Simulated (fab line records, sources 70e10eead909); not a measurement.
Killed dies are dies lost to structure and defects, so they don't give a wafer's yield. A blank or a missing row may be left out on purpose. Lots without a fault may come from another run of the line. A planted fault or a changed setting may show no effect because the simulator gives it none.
A struck lot beside a sound one | flow nand_harc | 15 steps out of a route of 1302
Sound: wafers L273.1, L273.2, L273.3. Struck: wafers L264.1, L264.3, L264.4. The cause comes at the end.
At each step with rows: each side's tool, then ch and its chambers, then its first start. Under that, the readings that differ: sound wafers | struck wafers | difference of the means | sigmas: that difference in standard deviations of wafers without a fault.
alike: readings whose means differ by less than 2 such deviations, and words and numbers that are the same on both sides. not compared: withheld readings, readings that some wafer has no value for, bounds like >300 that may hide the same value, and numbers for which the record gives no deviation and whose values overlap.
The two part at a step that has a row with sigmas, a row that says differs or no value, or rows on one side only. Numbers that don't overlap but have no deviation are shown without sigmas and don't part them. A reading that every wafer of one side lacks parts them only if that side has two wafers or more.

first, 7 steps without rows for these wafers: NHARC_A_CONTACT_COAT_87 (time 65 s); NHARC_A_CONTACT_COAT_02 (resist thk 90 nm); NHARC_A_CONTACT_SOFTBAKE_03 (time 55 s); NHARC_A_CONTACT_EBR_04; NHARC_A_CONTACT_EXPOSE_05 (exposes mask A CC); NHARC_A_CONTACT_PEB_06 (peb time 65 s); NHARC_A_CONTACT_DEVELOP_07 (develop time 35 s).
NHARC_A_CONTACT_CD_MEAS_08: target cd 200 nm.
  sound on cd_sem-01 ch 0, day 28 16:46; struck on cd_sem-02 ch 0, day 24 14:02
  alike: cd_nm
NHARC_A_CONTACT_OVL_MEAS_09:
  sound on overlay-02, day 28 16:51; struck on overlay-01, day 24 14:08
  alike: overlay_x_nm, overlay_y_nm
NHARC_A_CONTACT_INSPECT_10:
  sound on defect_inspect-01, day 28 16:53; struck on defect_inspect-01, day 24 14:10
  alike: raw_defect_count
NHARC_A_CONTACT_DESCUM_13: chemistry O2, time 3 s.
  sound on rie_diel-03 ch 0,1,2, day 28 16:57; struck on rie_diel-08 ch 0,3, day 24 14:14
  reading                         | sound          | struck         | difference | sigmas
  showerhead_plenum_p_Torr (Torr) | 2.06 1.90 1.89 | 1.84 1.86 1.84 | -0.10      | -2
  alike: drypump_motor_current_A, oes_product_au, rf_vpp_V, throttle_valve_pct
  not compared: rf_hours_counter_h
NHARC_A_CONTACT_ETCH_88: etches the open film in CF4, target depth 39 nm, time 65 s.
  sound on rie_diel-03 ch 1,2,3, day 28 17:02; struck on rie_diel-08 ch 2,3, day 24 14:20
  alike: drypump_motor_current_A, oes_product_au, over_etch_frac, rf_vpp_V, showerhead_plenum_p_Torr, throttle_valve_pct
  not compared: rf_hours_counter_h
NHARC_A_CONTACT_ETCH_89: etches the open film in N2/H2, target depth 260 nm, time 475.3 s.
  sound on rie_diel-03 ch 0,1,2, day 28 17:07; struck on rie_diel-08 ch 2,3, day 24 14:26
  reading        | sound       | struck                  | difference | sigmas
  over_etch_frac | 0.3 0.3 0.3 | 0.52789 0.52789 0.52789 | +0.22789   |
  alike: drypump_motor_current_A, oes_product_au, rf_vpp_V, showerhead_plenum_p_Torr, throttle_valve_pct
  not compared: rf_hours_counter_h
NHARC_A_CONTACT_ETCH_30: etches the open film in CF4/CHF3, target depth 72.6 nm, time 36.3 s.
  sound on rie_diel-03 ch 1,2,3; struck on rie_diel-08 ch 2,3
  alike: drypump_motor_current_A, oes_product_au, rf_vpp_V, showerhead_plenum_p_Torr, throttle_valve_pct
  not compared: rf_hours_counter_h
NHARC_END_SORT_01:
  the record has rows for the sound wafers here (prober-02 ch 0, day 30 17:13) and none for the struck ones

WHERE THEY PART
First at NHARC_A_CONTACT_DESCUM_13; last, within this record, at NHARC_END_SORT_01.

WHY: what the simulator had put in
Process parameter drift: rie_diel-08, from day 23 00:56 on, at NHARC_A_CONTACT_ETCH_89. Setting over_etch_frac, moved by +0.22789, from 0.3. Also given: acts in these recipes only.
